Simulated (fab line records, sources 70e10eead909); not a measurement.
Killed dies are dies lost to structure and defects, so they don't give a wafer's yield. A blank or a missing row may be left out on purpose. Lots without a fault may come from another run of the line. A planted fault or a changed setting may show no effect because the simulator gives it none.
Chamber matching | flow nand_harc | NHARC_P_BONDPAD_DESCUM_11 on rie_diel-13: 4 sister chambers
The step chemistry O2, time 3 s. 16 wafers are shown with their chamber, then 8 later ones without.

WAFERS WITH THEIR CHAMBER
wafer  | chamber | drypump_motor_current_A (A) | oes_product_au (a.u.) | rf_vpp_V (V)
L076.1 | 0       | 5.8                         | 0.999                 | 58.5
L076.2 | 2       | 4.9                         | 0.993                 | 58.1
L076.4 | 3       | 5.5                         | 0.993                 | 58.8
L076.3 | 1       | 4.7                         | 0.996                 | 56.3
L076.5 | 0       | 5.7                         | 0.994                 | 56.6
L076.6 | 1       | 4.7                         | 0.993                 | 57.2
L078.2 | 3       | 5.5                         | 0.984                 | 58.9
L078.3 | 0       | 5.8                         | 1.001                 | 57.0
L078.5 | 1       | 4.7                         | 0.991                 | 57.6
L080.2 | 3       | 5.5                         | 0.986                 | 57.2
L080.4 | 0       | 5.7                         | 1.015                 | 56.9
L080.6 | 3       | 5.5                         | 0.983                 | 58.2
L081.1 | 0       | 5.7                         | 1.003                 | 56.6
L081.2 | 1       | 4.8                         | 0.988                 | 56.5
L081.3 | 3       | 5.5                         | 0.978                 | 56.8
L086.1 | 3       | 5.5                         | 0.985                 | 58.4

SIGNATURES (means of the wafers above)
reading                 | chamber 0 | chamber 1 | chamber 2 | chamber 3 | scatter within a chamber
drypump_motor_current_A | 5.740     | 4.725     | 4.900     | 5.500     | 0.0403
oes_product_au          | 1.00240   | 0.99200   | 0.99300   | 0.98483   | 0.00574
rf_vpp_V                | 57.120    | 56.900    | 58.100    | 58.050    | 0.781
Rule: a wafer's distance from a chamber is the root of the sum, over the readings, of the square of ((its reading less the chamber's mean) divided by the reading's scatter). The wafer belongs to the nearest chamber; if the next one is less than 2 further off, it can't be placed. The scatter: the root of (the sum of the squares of (reading less its chamber's mean) over the shown wafers, divided by (wafers less chambers)).

WAFERS WITHOUT THEIR CHAMBER
wafer  | drypump_motor_current_A (A) | oes_product_au (a.u.) | rf_vpp_V (V)
L086.2 | 5.7                         | 1.011                 | 58.9
L086.5 | 4.7                         | 1.004                 | 56.3
L089.1 | 4.7                         | 0.996                 | 56.9
L089.2 | 5.7                         | 1.010                 | 58.1
L089.3 | 4.9                         | 0.999                 | 58.2
L097.1 | 5.7                         | 0.993                 | 59.5
L097.3 | 4.9                         | 1.013                 | 58.4
L097.6 | 4.7                         | 1.003                 | 57.3

WHICH CHAMBER EACH WENT THROUGH
wafer  | from the rows above     | in truth
L086.2 | 0                       | 0
L086.5 | 1                       | 1
L089.1 | 1                       | 1
L089.2 | 0                       | 0
L089.3 | 2                       | 2
L097.1 | can't be placed: 0 or 3 | 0
L097.3 | 2                       | 2
L097.6 | 1                       | 1
Placed correctly: 7 of 8. Can't be placed from these rows: 1 (the true chamber is among the candidates in 1). Placed wrongly: 0.
